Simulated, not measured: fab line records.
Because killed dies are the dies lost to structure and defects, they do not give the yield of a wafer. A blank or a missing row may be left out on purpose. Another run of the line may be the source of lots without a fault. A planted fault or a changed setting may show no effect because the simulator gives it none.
Which of the tools did it?    flow n5_finfet    Sampling: 10 lots, 30 wafers, 3 of 1938 route steps

== WHAT EACH GAUGE READ, for each wafer ==
N5_BEOL_M6_OVL_MEAS_29.
lot   measured      on          V5_OVL (nm)
L265  day 9 01:16   overlay-02  1.0 1.4 1.6
L266  day 9 08:05   overlay-01  1.0 0.5 1.0
L267  day 10 02:23  overlay-02  1.0 -0.4 0.0
L268  day 10 02:26  overlay-01  1.2 0.4 0.6
L270  day 10 09:23  overlay-02  -0.2 -0.1 0.7
L273  day 11 11:22  overlay-02  1.2 0.2 0.9
L275  day 12 04:08  overlay-01  2.3 1.8 1.2
L280  day 12 21:22  overlay-01  0.8 0.1 -0.1
L284  day 13 17:28  overlay-02  0.3 -0.5 -0.1
L285  day 14 11:25  overlay-02  -1.1 -0.4 0.4

== TOOL THAT RAN EACH LOT (tool first, then ch and the chambers of the sampled wafers, then the start) ==
lot   N5_BEOL_M6_ETCH_61                  N5_BEOL_M6_STRIP_67
L265  rie_diel-06 ch 0,3, day 8 23:57     rie_diel-06 ch 0,3, day 9 00:09
L266  rie_diel-02 ch 0,2,3, day 9 06:50   rie_diel-02 ch 0,2,3, day 9 07:02
L267  rie_diel-05 ch 0,2, day 9 18:56     rie_diel-05 ch 0,2, day 9 19:08
L268  rie_diel-02 ch 1,2,3, day 9 21:37   rie_diel-02 ch 1,2,3, day 9 21:49
L270  rie_diel-06 ch 2,3, day 10 08:06    rie_diel-06 ch 2,3, day 10 08:18
L273  rie_diel-05 ch 2,3, day 11 08:43    rie_diel-05 ch 2,3, day 11 08:55
L275  rie_diel-05 ch 0,1,2, day 12 01:10  rie_diel-05 ch 0,1,2, day 12 01:22
L280  rie_diel-06 ch 1,2,3, day 12 18:04  rie_diel-06 ch 1,2,3, day 12 18:16
L284  rie_diel-05 ch 0,1,3, day 13 16:20  rie_diel-05 ch 0,1,3, day 13 16:32
L285  rie_diel-05 ch 0,2,3, day 14 07:17  rie_diel-05 ch 0,2,3, day 14 07:29
- N5_BEOL_M6_ETCH_61: etches SiARC in CF4, target depth 45.5 nm, time 75.8 s.
- N5_BEOL_M6_STRIP_67: strips in CF4.

== THE ANSWER, worked out from the rows above alone ==
Rule: the lots themselves supply what counts as usual. The widest of any qualifying gaps counts: lots, ordered by their means at a reading, are off when they make up no more than a third of the lots, leave a main group of 4 or more, and stand apart from it by 3 or more times the standard deviation of that group's means. If all means in a main group match to the digits the tables above print for the reading, that group is not used. Also off: a lot with no number at a reading for which 4 or more lots have one. Any other lot the step has rows for is counted as sound.
None of the lots is off at any reading shown; this tells nothing.

== WHAT THE SIMULATOR HAD INSERTED ==
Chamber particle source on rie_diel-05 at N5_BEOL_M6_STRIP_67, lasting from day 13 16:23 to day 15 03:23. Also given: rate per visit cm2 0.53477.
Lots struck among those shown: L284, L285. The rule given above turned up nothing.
